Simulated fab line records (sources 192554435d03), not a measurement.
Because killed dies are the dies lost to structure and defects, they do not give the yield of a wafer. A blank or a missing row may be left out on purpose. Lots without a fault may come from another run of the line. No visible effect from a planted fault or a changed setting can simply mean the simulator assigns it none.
Chamber matching	flow n5-finfet	cmp-01 running N5_BEOL_M11_CMP_52: 4 sister chambers
The step polishes, stops on SiCOH lowk, t overpolish 7 s, target thk 140 nm. 18 wafers are shown with their chamber, then 9 later ones without.

== EACH WAFER AND ITS CHAMBER ==
wafer	chamber	motor-current-A (A)	edge-zone-pressure-frac	overpolish-run-s (s)
L075.1	1	5.3	0.998	6.991
L075.3	2	6.8	0.994	6.984
L075.5	3	7.6	1.003	7.023
L079.1	2	7.3	0.999	6.999
L079.2	0	6.0	1.001	7.011
L079.5	2	6.7	1.001	7.002
L078.1	3	6.9	1.001	7.001
L078.2	2	6.6	0.996	7.002
L078.4	0	6.3	0.990	6.983
L088.1	1	5.3	1.006	6.998
L088.2	3	6.7	0.999	7.005
L088.4	0	5.9	0.991	6.997
L087.1	3	7.0	0.998	6.989
L087.3	2	7.3	1.001	6.994
L087.5	1	5.1	1.002	7.006
L093.4	3	7.3	1.007	7.020
L093.5	0	6.0	1.004	6.989
L093.6	1	5.3	1.000	7.006

SIGNATURES, as means of the wafers listed above
reading	chamber 0	chamber 1	chamber 2	chamber 3	scatter within a chamber
motor-current-A	6.050	5.250	6.940	7.100	0.277
edge-zone-pressure-frac	0.99650	1.00150	0.99820	1.00160	0.00442
overpolish-run-s	6.99500	7.00025	6.99620	7.00760	0.0107
Rule: distance of a wafer from a chamber = root of the sum over the readings of ((wafer's reading minus chamber's mean) / reading's scatter) squared. The wafer belongs to the nearest chamber; if the next one is less than 2 further off, it can't be placed. The scatter: take each reading less its chamber's mean, square it, sum over the shown wafers, divide by the number of wafers less the number of chambers, and take the root.

== WAFERS MISSING THEIR CHAMBER ==
wafer	motor-current-A (A)	edge-zone-pressure-frac	overpolish-run-s (s)
L094.2	7.1	1.001	7.001
L094.3	5.2	1.005	6.996
L094.4	6.6	1.004	6.990
L095.1	7.0	1.003	7.000
L095.4	6.9	1.002	7.005
L095.5	5.3	0.998	6.995
L096.1	6.0	0.989	7.007
L096.2	7.1	1.001	6.991
L096.6	7.1	1.002	7.008

== WHICH CHAMBER EACH ONE RAN IN ==
wafer	from the rows above	in truth
L094.2	can't be placed: 3 or 2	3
L094.3	1	1
L094.4	can't be placed: 2 or 3 or 0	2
L095.1	can't be placed: 3 or 2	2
L095.4	can't be placed: 3 or 2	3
L095.5	can't be placed: 1 or 0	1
L096.1	can't be placed: 0 or 1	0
L096.2	can't be placed: 2 or 3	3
L096.6	can't be placed: 3 or 2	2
Correct placement for 1 of the 9. These rows do not allow placing 8 (true chamber among the candidates in 8). Wrongly placed: 0.
